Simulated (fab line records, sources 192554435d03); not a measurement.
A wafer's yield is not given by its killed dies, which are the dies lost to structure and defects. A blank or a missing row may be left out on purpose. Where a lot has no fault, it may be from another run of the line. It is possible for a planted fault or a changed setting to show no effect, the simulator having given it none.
Struck lot and sound lot, side by side + flow n5_finfet + 44 out of 1938 route steps
Sound: the wafers L838.3, L838.4, L838.5. Struck: wafer L826.2; the same lot's L826.6 was not struck, so it is left out; see the end for the cause.
Order at every step that has rows: each side's tool, ch and its chambers, its first start. Under that, the readings that differ: sound wafers + struck wafers + difference of the means + sigmas: that difference in standard deviations of wafers without a fault.
alike: a reading whose means differ by less than 2 such deviations, as well as words and numbers matching on both sides. not compared: withheld readings; readings where some wafer has no value; bounds like >300 that might hide an equal value; numbers whose values overlap and for which the record gives no deviation.
A row with sigmas, a row that says differs or no value, or rows on one side alone: a step with any of these is where the two part. Non-overlapping numbers with no deviation appear without sigmas and do not part them. Lack of a reading on every wafer of one side parts them only where that side has two or more wafers.

first, 11 steps without rows for these wafers: N5_BEOL_M2_DESCUM_33 (chemistry O2, time 7 s); N5_BEOL_M2_ETCH_77 (etches underlayer in N2/H2, target depth 6.5 nm, time 5.2 s); N5_BEOL_M2_ETCH_69 (etches SiARC in CF4, target depth 15.6 nm, time 26 s); N5_BEOL_M2_ALD_98 (deposits SiO2, target thk 2.5 nm, pulse time 1 s, co reactant pulse time 1 s); N5_BEOL_M2_ETCHBACK_99 (etches SiO2 in CHF3, target depth 5 nm, time 10.4 s); N5_BEOL_M2_ETCH_70 (etches SOC in N2/H2, target depth 80 nm, overetch 24 nm, time 130 s); N5_BEOL_M2_STRIP_71 (strips in N2/H2); N5_BEOL_M2_STRIP_78 (strips in N2/H2); N5_BEOL_M2_VIA_ETCH_34 (etches the open film in C4F6/O2, target depth 69.4 nm, time 65.9 s); N5_BEOL_M2_STRIP_83 (strips in C4F6/O2); N5_BEOL_M2_STRIP_36 (strips in N2/H2).
N5_BEOL_M2_TRENCH_ETCH_37: etches SiOC in C4F6/O2, target depth 55.555 nm, time 29.2 s.
  sound on rie_diel-05 ch 0,1,3, day 11 18:14; struck on rie_diel-02 ch 2, day 8 13:52
| reading                             | sound            | struck | difference | sigmas |
|-------------------------------------|------------------|--------|------------|--------|
| rf_vpp_V (V)                        | 667 652 644      | 696    | +42        | +2     |
| showerhead_plenum_p_Torr (Torr)     | 2.81 2.77 2.77   | 2.98   | +0.20      | +3     |
| model.etch.depth_nm (nm)            | 53.8 53.97 54.83 | 48.43  | -5.77      |        |
| model.BEOL_M2.feature_depth_nm (nm) | 53.8 54 54.8     | 48.4   | -5.8       |        |
  alike: drypump_motor_current_A, mfc_ar_sccm, oes_ar_750_au, oes_f_703_au, oes_product_au, throttle_valve_pct
  not compared: rf_hours_counter_h
then, 2 steps without rows for these wafers: N5_BEOL_M2_ETCH_41 (etches SiCN in CH3F/O2, target depth 29.9 nm, time 52.5 s); N5_BEOL_M2_STRIP_97 (strips in N2/H2, time 10 s).
N5_BEOL_M2_OCD_MEAS_38:
  sound on ocd-01, day 11 18:24; struck on ocd-01, day 8 14:01
| reading              | sound          | struck | difference | sigmas |
|----------------------|----------------|--------|------------|--------|
| trench_depth_nm (nm) | 53.7 53.7 54.3 | 48.8   | -5.1       | -5     |
then, 25 steps without rows for these wafers: N5_BEOL_M2_HM_STRIP_39 (strips TiN in peroxide tin strip, target depth 25 nm, time 158 s); N5_BEOL_M2_SRD_40 (time 30 s); N5_BEOL_M2_PRECLEAN_42 (cleans in residue remover, time 60 s); N5_BEOL_M2_SRD_43 (time 30 s); N5_BEOL_M2_DEGAS_44 (time 60 s); N5_BEOL_M2_PRE_CLEAN_45 (time 30 s); N5_BEOL_M2_ALD_84 (deposits TaN, pulse time 2 s, purge time 3 s, co reactant purge time 2 s); N5_BEOL_M2_SURFACE_TREAT_85; N5_BEOL_M2_CVD_47 (deposits Co from CCTBA/H2, target thk 3 nm, time 223.8 s); N5_BEOL_M2_SPUTTER_48 (material Cu, target thk 4.5 nm, time 8.29 s); N5_BEOL_M2_ANNEAL_49 (time 240 s); N5_BEOL_M2_SPUTTER_79 (material Cu, target thk 4.5 nm, time 8.29 s); N5_BEOL_M2_ANNEAL_80 (time 240 s); N5_BEOL_M2_SPUTTER_81 (material Cu, target thk 4.5 nm, time 8.29 s); N5_BEOL_M2_ANNEAL_82 (time 240 s); N5_BEOL_M2_SPUTTER_86 (material Cu, target thk 4.5 nm, time 8.29 s); N5_BEOL_M2_ANNEAL_87 (time 240 s); N5_BEOL_M2_SPUTTER_88 (material Cu, target thk 4.5 nm, time 8.29 s); N5_BEOL_M2_ANNEAL_89 (time 240 s); N5_BEOL_M2_SPUTTER_90 (material Cu, target thk 4.5 nm, time 8.29 s); N5_BEOL_M2_ANNEAL_91 (time 240 s); N5_BEOL_M2_SPUTTER_92 (material Cu, target thk 4.5 nm, time 8.29 s); N5_BEOL_M2_ANNEAL_93 (time 240 s); N5_BEOL_M2_SPUTTER_94 (material Cu, target thk 4.5 nm, time 8.29 s); N5_BEOL_M2_ANNEAL_95 (time 240 s).
N5_BEOL_M2_CMP_52: polishes, stops on SiOC, t overpolish 6.8 s, target thk 40 nm.
  sound on cmp-02 ch 1,2, day 11 22:27; struck on cmp-01 ch 1, day 8 17:40
| reading                                | sound          | struck | difference | sigmas |
|----------------------------------------|----------------|--------|------------|--------|
| time_to_endpoint_s (s)                 | 58 61 58       | 70     | +11        | +3     |
| model.Cu_of_BEOL_M2_ECD_50.thk_nm (nm) | 37.6 38.6 38.8 | 35.2   | -3.1       |        |
  alike: barrier_field_endpoint_s, clearing_platen_down_force_psi, motor_current_A, overpolish_run_s
N5_BEOL_M2_RS_MEAS_58: the measuring method here is four-point-probe.
  sound on film_metro-01, day 11 23:00; struck on film_metro-01, day 8 18:23
| reading        | sound          | struck | difference | sigmas |
|----------------|----------------|--------|------------|--------|
| M2_RS (ohm/sq) | 0.73 0.70 0.70 | 0.79   | +0.08      | +2     |
N5_BEOL_M4_RC_MEAS_101:
  sound on prober-02 ch 0, day 12 23:04; struck on prober-01 ch 0, day 9 18:23
  alike: DIBL_N, DIBL_P, IOFF_N, IOFF_P, ION_N, ION_P, SS_N, SS_P, VT_N, VT_P
following that, these wafers have no rows for 1 step: N5_PASSIVATION_PROBE_49.

WHERE THEY PART
Earliest at N5_BEOL_M2_TRENCH_ETCH_37; latest, in this record, at N5_BEOL_M2_RS_MEAS_58. Later steps at which nothing parts them and some readings are alike: N5_BEOL_M4_RC_MEAS_101.

WHY: whatever the simulator had introduced
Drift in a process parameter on rie_diel-02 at N5_BEOL_M2_TRENCH_ETCH_37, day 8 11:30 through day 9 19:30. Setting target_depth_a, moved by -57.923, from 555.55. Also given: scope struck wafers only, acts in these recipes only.
